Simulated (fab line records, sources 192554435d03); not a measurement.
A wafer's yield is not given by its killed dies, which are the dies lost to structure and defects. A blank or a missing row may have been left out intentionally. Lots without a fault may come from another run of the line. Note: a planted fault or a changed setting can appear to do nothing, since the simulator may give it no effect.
Matching of chambers || flow n5 finfet || rie si-02 running N5_PMOS_HMC_CHANNEL_EPI_ETCH_38: 4 sister chambers
The step etches SiO2 in CF4, target depth 1.5 nm. 8 wafers are shown with their chamber, then 10 later ones without.

## WAFERS, EACH WITH ITS CHAMBER
{"wafer": "L082.1", "chamber": 0, "throttle valve pct (%)": 21.51, "drypump motor current A (A)": 5.1}
{"wafer": "L085.4", "chamber": 0, "throttle valve pct (%)": 21.50, "drypump motor current A (A)": 5.1}
{"wafer": "L085.5", "chamber": 1, "throttle valve pct (%)": 21.49, "drypump motor current A (A)": 5.2}
{"wafer": "L086.2", "chamber": 3, "throttle valve pct (%)": 21.50, "drypump motor current A (A)": 5.3}
{"wafer": "L086.5", "chamber": 2, "throttle valve pct (%)": 21.57, "drypump motor current A (A)": 5.6}
{"wafer": "L086.6", "chamber": 1, "throttle valve pct (%)": 21.49, "drypump motor current A (A)": 5.1}
{"wafer": "L087.1", "chamber": 3, "throttle valve pct (%)": 21.49, "drypump motor current A (A)": 5.2}
{"wafer": "L087.4", "chamber": 2, "throttle valve pct (%)": 21.57, "drypump motor current A (A)": 5.6}

## WAFERS MISSING THEIR CHAMBER
{"wafer": "L087.5", "throttle valve pct (%)": 21.49, "drypump motor current A (A)": 5.2}
{"wafer": "L089.2", "throttle valve pct (%)": 21.51, "drypump motor current A (A)": 5.1}
{"wafer": "L089.4", "throttle valve pct (%)": 21.56, "drypump motor current A (A)": 5.6}
{"wafer": "L089.6", "throttle valve pct (%)": 21.50, "drypump motor current A (A)": 5.2}
{"wafer": "L090.3", "throttle valve pct (%)": 21.48, "drypump motor current A (A)": 5.2}
{"wafer": "L090.5", "throttle valve pct (%)": 21.49, "drypump motor current A (A)": 5.2}
{"wafer": "L090.6", "throttle valve pct (%)": 21.57, "drypump motor current A (A)": 5.6}
{"wafer": "L096.1", "throttle valve pct (%)": 21.57, "drypump motor current A (A)": 5.6}
{"wafer": "L096.2", "throttle valve pct (%)": 21.50, "drypump motor current A (A)": 5.2}
{"wafer": "L096.3", "throttle valve pct (%)": 21.50, "drypump motor current A (A)": 5.2}

## THE CHAMBER EACH PASSED THROUGH
{"wafer": "L087.5", "from the rows above": "can't be placed: 1 or 3", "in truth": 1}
{"wafer": "L089.2", "from the rows above": 0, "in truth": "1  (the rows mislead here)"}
{"wafer": "L089.4", "from the rows above": 2, "in truth": 2}
{"wafer": "L089.6", "from the rows above": "can't be placed: 3 or 1 or 0", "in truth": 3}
{"wafer": "L090.3", "from the rows above": "can't be placed: 1 or 3", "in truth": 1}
{"wafer": "L090.5", "from the rows above": "can't be placed: 1 or 3", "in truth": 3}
{"wafer": "L090.6", "from the rows above": 2, "in truth": 2}
{"wafer": "L096.1", "from the rows above": 2, "in truth": 2}
{"wafer": "L096.2", "from the rows above": "can't be placed: 3 or 1 or 0", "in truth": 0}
{"wafer": "L096.3", "from the rows above": "can't be placed: 3 or 1 or 0", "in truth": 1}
3 of 10 placed correctly. Unplaceable from these rows: 6, with the true chamber sitting among the candidates in 6. Wrongly placed: 1.
How it was worked out, from the rows above alone: a wafer's distance from a chamber is the root of the sum, over the readings, of the square of ((its reading less the chamber's mean) divided by the reading's scatter). If the next closest chamber is less than 2 further off than the closest, the wafer can't be placed; otherwise it belongs to the closest. Each chamber's mean is taken over the wafers shown for it. The scatter: the root of (the sum of the squares of (reading less its chamber's mean) over the shown wafers, divided by (wafers less chambers)).
